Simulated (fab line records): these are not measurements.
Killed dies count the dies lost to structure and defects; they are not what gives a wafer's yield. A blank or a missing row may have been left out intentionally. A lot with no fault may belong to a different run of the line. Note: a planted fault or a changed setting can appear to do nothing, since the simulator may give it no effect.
Which tool was responsible? || flow n5_finfet || 30 wafers from 10 lots sampled at 6 of the route's 1938 steps

## WHAT EACH GAUGE READ, for each wafer
N5_SDB_INSPECT_13: inspects for defects (brightfield). Usual: raw_defect_count reads 77 (standard deviation 37).
{"lot": "L225", "measured": "day 3 18:31", "on": "defect_inspect-02", "raw_defect_count": "28 75 39", "flag": ""}
{"lot": "L227", "measured": "day 4 04:22", "on": "defect_inspect-02", "raw_defect_count": "18 50 40", "flag": ""}
{"lot": "L229", "measured": "day 4 17:04", "on": "defect_inspect-02", "raw_defect_count": "83 165 65", "flag": ""}
{"lot": "L231", "measured": "day 5 16:36", "on": "defect_inspect-02", "raw_defect_count": "154 74 57", "flag": ""}
{"lot": "L233", "measured": "day 5 22:17", "on": "defect_inspect-02", "raw_defect_count": "93 142 55", "flag": ""}
{"lot": "L234", "measured": "day 6 01:36", "on": "defect_inspect-01", "raw_defect_count": "156 150 135", "flag": ""}
{"lot": "L241", "measured": "day 7 16:53", "on": "defect_inspect-02", "raw_defect_count": "111 133 59", "flag": ""}
{"lot": "L245", "measured": "day 8 19:20", "on": "defect_inspect-01", "raw_defect_count": "35 87 96", "flag": ""}
{"lot": "L246", "measured": "day 9 01:23", "on": "defect_inspect-01", "raw_defect_count": "54 105 42", "flag": ""}
{"lot": "L248", "measured": "day 9 13:24", "on": "defect_inspect-02", "raw_defect_count": "75 58 19", "flag": ""}

N5_SDB_INSPECT_36: inspects for defects (darkfield). Usual: raw_defect_count reads 39 (standard deviation 19).
{"lot": "L225", "measured": "day 3 22:49", "on": "defect_inspect-01", "raw_defect_count": "41 27 30", "flag": ""}
{"lot": "L227", "measured": "day 4 08:57", "on": "defect_inspect-02", "raw_defect_count": "27 35 35", "flag": ""}
{"lot": "L229", "measured": "day 4 21:17", "on": "defect_inspect-01", "raw_defect_count": "47 27 22", "flag": ""}
{"lot": "L231", "measured": "day 5 20:55", "on": "defect_inspect-01", "raw_defect_count": "19 28 27", "flag": ""}
{"lot": "L233", "measured": "day 6 02:42", "on": "defect_inspect-01", "raw_defect_count": "37 36 34", "flag": ""}
{"lot": "L234", "measured": "day 6 05:29", "on": "defect_inspect-02", "raw_defect_count": "52 128 48", "flag": ""}
{"lot": "L241", "measured": "day 7 21:26", "on": "defect_inspect-01", "raw_defect_count": "44 31 34", "flag": ""}
{"lot": "L245", "measured": "day 9 00:31", "on": "defect_inspect-01", "raw_defect_count": "18 18 25", "flag": ""}
{"lot": "L246", "measured": "day 9 05:16", "on": "defect_inspect-01", "raw_defect_count": "90 81 72", "flag": ""}
{"lot": "L248", "measured": "day 9 18:04", "on": "defect_inspect-02", "raw_defect_count": "46 52 30", "flag": ""}

N5_HKMG_FIN_THK_MEAS_70: measures by xrf. Usual: HK_THK typically reads 1.570 nm, with standard deviation 0.02.
{"lot": "L225", "measured": "day 4 03:00", "on": "film_metro-02", "HK_THK (nm)": "1.586 1.609 1.573", "flag": ""}
{"lot": "L227", "measured": "day 4 13:13", "on": "film_metro-02", "HK_THK (nm)": "1.578 1.601 1.597", "flag": ""}
{"lot": "L229", "measured": "day 5 01:29", "on": "film_metro-01", "HK_THK (nm)": "1.561 1.531 1.559", "flag": ""}
{"lot": "L231", "measured": "day 6 01:01", "on": "film_metro-02", "HK_THK (nm)": "1.600 1.541 1.588", "flag": ""}
{"lot": "L233", "measured": "day 6 07:08", "on": "film_metro-02", "HK_THK (nm)": "<0.002 <0.002 <0.002", "flag": "OFF"}
{"lot": "L234", "measured": "day 6 09:41", "on": "film_metro-01", "HK_THK (nm)": "<0.001 <0.001 <0.001", "flag": "OFF"}
{"lot": "L241", "measured": "day 8 01:51", "on": "film_metro-01", "HK_THK (nm)": "1.581 1.581 1.551", "flag": ""}
{"lot": "L245", "measured": "day 9 05:04", "on": "film_metro-02", "HK_THK (nm)": "1.580 1.567 1.596", "flag": ""}
{"lot": "L246", "measured": "day 9 09:46", "on": "film_metro-01", "HK_THK (nm)": "1.584 1.574 1.568", "flag": ""}
{"lot": "L248", "measured": "day 9 22:20", "on": "film_metro-02", "HK_THK (nm)": "1.587 1.540 1.584", "flag": ""}

N5_BEOL_M4_RC_MEAS_101. Usual: DIBL_N 35.8 mV/V, standard deviation 1.8; DIBL_P 35.9 mV/V, standard deviation 2.2; IOFF_N 0.16 nA/um, standard deviation 0.035; IOFF_P 0.21 nA/um, standard deviation 0.04; ION_N 672 uA/um, standard deviation 11; ION_P 461 uA/um, standard deviation 7.4; SS_N 71.4 mV/dec, standard deviation 0.64; SS_P 73.2 mV/dec, standard deviation 0.67; VT_N 250 mV, standard deviation 3.5; VT_P -251 mV, standard deviation 3.4.
{"lot": "L225", "measured": "day 7 19:40", "on": "prober-02", "DIBL_N (mV/V)": "35.0 35.8 35.0", "DIBL_P (mV/V)": "34.4 36.3 35.2", "IOFF_N (nA/um)": "0.15 0.17 0.15", "IOFF_P (nA/um)": "0.16 0.19 0.17", "ION_N (uA/um)": "664 691 671", "ION_P (uA/um)": "450 467 459", "SS_N (mV/dec)": "71.5 72.1 72.0", "SS_P (mV/dec)": "73.0 73.8 72.7", "VT_N (mV)": "250 248 248", "VT_P (mV)": "-254 -252 -252", "flag": ""}
{"lot": "L227", "measured": "day 7 21:46", "on": "prober-02", "DIBL_N (mV/V)": "34.2 33.8 34.3", "DIBL_P (mV/V)": "32.9 34.0 33.8", "IOFF_N (nA/um)": "0.12 0.12 0.13", "IOFF_P (nA/um)": "0.17 0.18 0.18", "ION_N (uA/um)": "664 671 673", "ION_P (uA/um)": "451 462 452", "SS_N (mV/dec)": "71.0 71.3 70.8", "SS_P (mV/dec)": "72.0 71.9 73.0", "VT_N (mV)": "254 257 253", "VT_P (mV)": "-254 -255 -252", "flag": ""}
{"lot": "L229", "measured": "day 8 20:38", "on": "prober-02", "DIBL_N (mV/V)": "37.6 34.5 35.5", "DIBL_P (mV/V)": "39.3 35.6 37.1", "IOFF_N (nA/um)": "0.21 0.15 0.17", "IOFF_P (nA/um)": "0.27 0.21 0.24", "ION_N (uA/um)": "679 670 676", "ION_P (uA/um)": "467 459 473", "SS_N (mV/dec)": "72.1 71.0 71.4", "SS_P (mV/dec)": "73.9 72.9 73.0", "VT_N (mV)": "247 250 251", "VT_P (mV)": "-246 -247 -248", "flag": ""}
{"lot": "L231", "measured": "day 10 00:50", "on": "prober-01", "DIBL_N (mV/V)": "38.6 36.7 35.0", "DIBL_P (mV/V)": "40.7 37.9 36.7", "IOFF_N (nA/um)": "0.21 0.17 0.13", "IOFF_P (nA/um)": "0.24 0.19 0.17", "ION_N (uA/um)": "691 683 665", "ION_P (uA/um)": "467 459 451", "SS_N (mV/dec)": "72.3 72.1 71.1", "SS_P (mV/dec)": "73.7 72.5 72.8", "VT_N (mV)": "247 249 254", "VT_P (mV)": "-250 -251 -255", "flag": ""}
{"lot": "L241", "measured": "day 12 01:48", "on": "prober-02", "DIBL_N (mV/V)": "31.7 34.5 33.8", "DIBL_P (mV/V)": "31.2 35.6 34.5", "IOFF_N (nA/um)": "0.09 0.13 0.12", "IOFF_P (nA/um)": "0.13 0.19 0.18", "ION_N (uA/um)": "654 667 667", "ION_P (uA/um)": "456 461 469", "SS_N (mV/dec)": "70.2 70.7 70.6", "SS_P (mV/dec)": "71.9 73.1 72.2", "VT_N (mV)": "258 251 251", "VT_P (mV)": "-256 -251 -251", "flag": ""}
{"lot": "L245", "measured": "day 12 18:34", "on": "prober-02", "DIBL_N (mV/V)": "35.1 36.7 34.3", "DIBL_P (mV/V)": "36.4 38.3 35.3", "IOFF_N (nA/um)": "0.15 0.19 0.14", "IOFF_P (nA/um)": "0.23 0.26 0.21", "ION_N (uA/um)": "668 679 669", "ION_P (uA/um)": "461 472 466", "SS_N (mV/dec)": "71.7 72.2 71.8", "SS_P (mV/dec)": "73.3 72.9 72.9", "VT_N (mV)": "248 246 252", "VT_P (mV)": "-248 -245 -248", "flag": ""}
{"lot": "L246", "measured": "day 12 23:56", "on": "prober-01", "DIBL_N (mV/V)": "37.1 36.5 33.7", "DIBL_P (mV/V)": "37.8 36.8 32.5", "IOFF_N (nA/um)": "0.17 0.15 0.11", "IOFF_P (nA/um)": "0.21 0.20 0.15", "ION_N (uA/um)": "679 674 660", "ION_P (uA/um)": "458 468 454", "SS_N (mV/dec)": "72.1 71.4 70.9", "SS_P (mV/dec)": "74.1 73.9 72.8", "VT_N (mV)": "246 251 255", "VT_P (mV)": "-251 -255 -255", "flag": ""}
{"lot": "L248", "measured": "day 13 23:44", "on": "prober-02", "DIBL_N (mV/V)": "34.4 35.2 32.4", "DIBL_P (mV/V)": "33.0 34.1 30.8", "IOFF_N (nA/um)": "0.11 0.12 0.09", "IOFF_P (nA/um)": "0.17 0.18 0.14", "ION_N (uA/um)": "659 658 653", "ION_P (uA/um)": "459 459 453", "SS_N (mV/dec)": "70.6 71.7 70.3", "SS_P (mV/dec)": "72.5 72.9 71.6", "VT_N (mV)": "255 255 257", "VT_P (mV)": "-251 -253 -255", "flag": ""}

## TOOL THAT RAN EACH LOT (tool first, then ch and the chambers of the sampled wafers, then the start)
{"lot": "L225", "N5_SDB_STRIP_22": "plasma_asher-01 ch 0,1, day 3 19:11", "N5_HKMG_FIN_HK_ALD_01": "ald_hk-01 ch 0,2,3, day 3 23:28"}
{"lot": "L227", "N5_SDB_STRIP_22": "plasma_asher-01 ch 0,1, day 4 04:54", "N5_HKMG_FIN_HK_ALD_01": "ald_hk-02 ch 0,1,2, day 4 09:54"}
{"lot": "L229", "N5_SDB_STRIP_22": "plasma_asher-01 ch 0,1, day 4 17:46", "N5_HKMG_FIN_HK_ALD_01": "ald_hk-01 ch 1,2,3, day 4 21:52"}
{"lot": "L231", "N5_SDB_STRIP_22": "plasma_asher-02 ch 0,1, day 5 17:09", "N5_HKMG_FIN_HK_ALD_01": "ald_hk-02 ch 0,1,3, day 5 21:31"}
{"lot": "L233", "N5_SDB_STRIP_22": "plasma_asher-02 ch 0,1, day 5 22:40", "N5_HKMG_FIN_HK_ALD_01": "ald_hk-01 ch 1,2, day 6 03:18"}
{"lot": "L234", "N5_SDB_STRIP_22": "plasma_asher-02 ch 0,1, day 6 01:56", "N5_HKMG_FIN_HK_ALD_01": "ald_hk-03 ch 0,2,3, day 6 06:05"}
{"lot": "L241", "N5_SDB_STRIP_22": "plasma_asher-02 ch 0,1, day 7 17:49", "N5_HKMG_FIN_HK_ALD_01": "ald_hk-01 ch 0,1,2, day 7 22:05"}
{"lot": "L245", "N5_SDB_STRIP_22": "plasma_asher-01 ch 0,1, day 8 19:40", "N5_HKMG_FIN_HK_ALD_01": "ald_hk-01 ch 0,2,3, day 9 01:13"}
{"lot": "L246", "N5_SDB_STRIP_22": "plasma_asher-02 ch 0,1, day 9 01:44", "N5_HKMG_FIN_HK_ALD_01": "ald_hk-01 ch 0,1,3, day 9 05:52"}
{"lot": "L248", "N5_SDB_STRIP_22": "plasma_asher-01 ch 0,1, day 9 13:56", "N5_HKMG_FIN_HK_ALD_01": "ald_hk-03 ch 0,2,3, day 9 18:44"}
- N5_SDB_STRIP_22: strips in N2/H2.
- N5_HKMG_FIN_HK_ALD_01: deposits HfO2, target thk 1.6 nm, pulse time 3 s, purge time 3 s.

## WHAT THE TOOLS THEMSELVES READ (means of the sampled wafers that have a number; where no wafer has one, the mark that the record gives instead)
N5_SDB_STRIP_22. Usual: drypump_motor_current_A 5.8 A, standard deviation 0.35; heater_power_w 346 W, standard deviation 12; oes_product_au 0.715 a.u., standard deviation 0.0047; strip_time_to_endpoint_s 96.3 s, standard deviation 0.38.
{"lot": "L225", "tool": "plasma_asher-01", "drypump_motor_current_A (A)": 5.7, "heater_power_w (W)": 346, "oes_product_au (a.u.)": 0.719, "strip_time_to_endpoint_s (s)": 96.7, "flag": ""}
{"lot": "L227", "tool": "plasma_asher-01", "drypump_motor_current_A (A)": 5.7, "heater_power_w (W)": 347, "oes_product_au (a.u.)": 0.716, "strip_time_to_endpoint_s (s)": 96.2, "flag": ""}
{"lot": "L229", "tool": "plasma_asher-01", "drypump_motor_current_A (A)": 5.7, "heater_power_w (W)": 350, "oes_product_au (a.u.)": 0.711, "strip_time_to_endpoint_s (s)": 95.6, "flag": ""}
{"lot": "L231", "tool": "plasma_asher-02", "drypump_motor_current_A (A)": 6.0, "heater_power_w (W)": 340, "oes_product_au (a.u.)": 0.713, "strip_time_to_endpoint_s (s)": 96.6, "flag": ""}
{"lot": "L233", "tool": "plasma_asher-02", "drypump_motor_current_A (A)": 5.8, "heater_power_w (W)": 345, "oes_product_au (a.u.)": 0.716, "strip_time_to_endpoint_s (s)": 96.6, "flag": ""}
{"lot": "L234", "tool": "plasma_asher-02", "drypump_motor_current_A (A)": 6.0, "heater_power_w (W)": 346, "oes_product_au (a.u.)": 0.715, "strip_time_to_endpoint_s (s)": 96.3, "flag": ""}
{"lot": "L241", "tool": "plasma_asher-02", "drypump_motor_current_A (A)": 6.0, "heater_power_w (W)": 341, "oes_product_au (a.u.)": 0.716, "strip_time_to_endpoint_s (s)": 96.1, "flag": ""}
{"lot": "L245", "tool": "plasma_asher-01", "drypump_motor_current_A (A)": 5.7, "heater_power_w (W)": 346, "oes_product_au (a.u.)": 0.718, "strip_time_to_endpoint_s (s)": 96.3, "flag": ""}
{"lot": "L246", "tool": "plasma_asher-02", "drypump_motor_current_A (A)": 5.9, "heater_power_w (W)": 351, "oes_product_au (a.u.)": 0.714, "strip_time_to_endpoint_s (s)": 96.3, "flag": ""}
{"lot": "L248", "tool": "plasma_asher-01", "drypump_motor_current_A (A)": 5.4, "heater_power_w (W)": 341, "oes_product_au (a.u.)": 0.710, "strip_time_to_endpoint_s (s)": 95.9, "flag": ""}

N5_HKMG_FIN_HK_ALD_01. Usual: precursor_pulse_height_rel reads 0.999 (standard deviation 0.02).
{"lot": "L225", "tool": "ald_hk-01", "precursor_pulse_height_rel": 1.020, "flag": ""}
{"lot": "L227", "tool": "ald_hk-02", "precursor_pulse_height_rel": 1.022, "flag": ""}
{"lot": "L229", "tool": "ald_hk-01", "precursor_pulse_height_rel": 1.003, "flag": ""}
{"lot": "L231", "tool": "ald_hk-02", "precursor_pulse_height_rel": 0.993, "flag": ""}
{"lot": "L233", "tool": "ald_hk-01", "precursor_pulse_height_rel": "-", "flag": "OFF"}
{"lot": "L234", "tool": "ald_hk-03", "precursor_pulse_height_rel": "-", "flag": "OFF"}
{"lot": "L241", "tool": "ald_hk-01", "precursor_pulse_height_rel": 1.008, "flag": ""}
{"lot": "L245", "tool": "ald_hk-01", "precursor_pulse_height_rel": 1.006, "flag": ""}
{"lot": "L246", "tool": "ald_hk-01", "precursor_pulse_height_rel": 1.008, "flag": ""}
{"lot": "L248", "tool": "ald_hk-03", "precursor_pulse_height_rel": 0.977, "flag": ""}

## THE ANSWER, worked out from the rows above alone
Rule: take the mean of a lot's wafers that have a number; if it is more than 3 standard deviations from the usual mean, the lot is off. Also off: a lot with no number at a reading for which 4 or more lots have one. Any other lot the step has rows for is counted as sound. First the gauges in route order, then the tools' own readings, where a lot's mean is used as printed above. The first step at which some lot is off is used, and at that step the reading that is off furthest; a lot without a number counts as furthest.
Off: at N5_HKMG_FIN_THK_MEAS_70 (HK_THK), L233, L234. Without a number there: L233, L234.
A tool fits if, at a process step before that reading, it ran every lot that is off, and no sound lot after the first of them. The gauges at N5_HKMG_FIN_THK_MEAS_70 aren't tried: what is off there is off at N5_HKMG_FIN_HK_ALD_01 too, on other tools, and a gauge's error can't cause that. Of those tried, none fits.

## WHAT HAD BEEN PUT IN BY THE SIMULATOR
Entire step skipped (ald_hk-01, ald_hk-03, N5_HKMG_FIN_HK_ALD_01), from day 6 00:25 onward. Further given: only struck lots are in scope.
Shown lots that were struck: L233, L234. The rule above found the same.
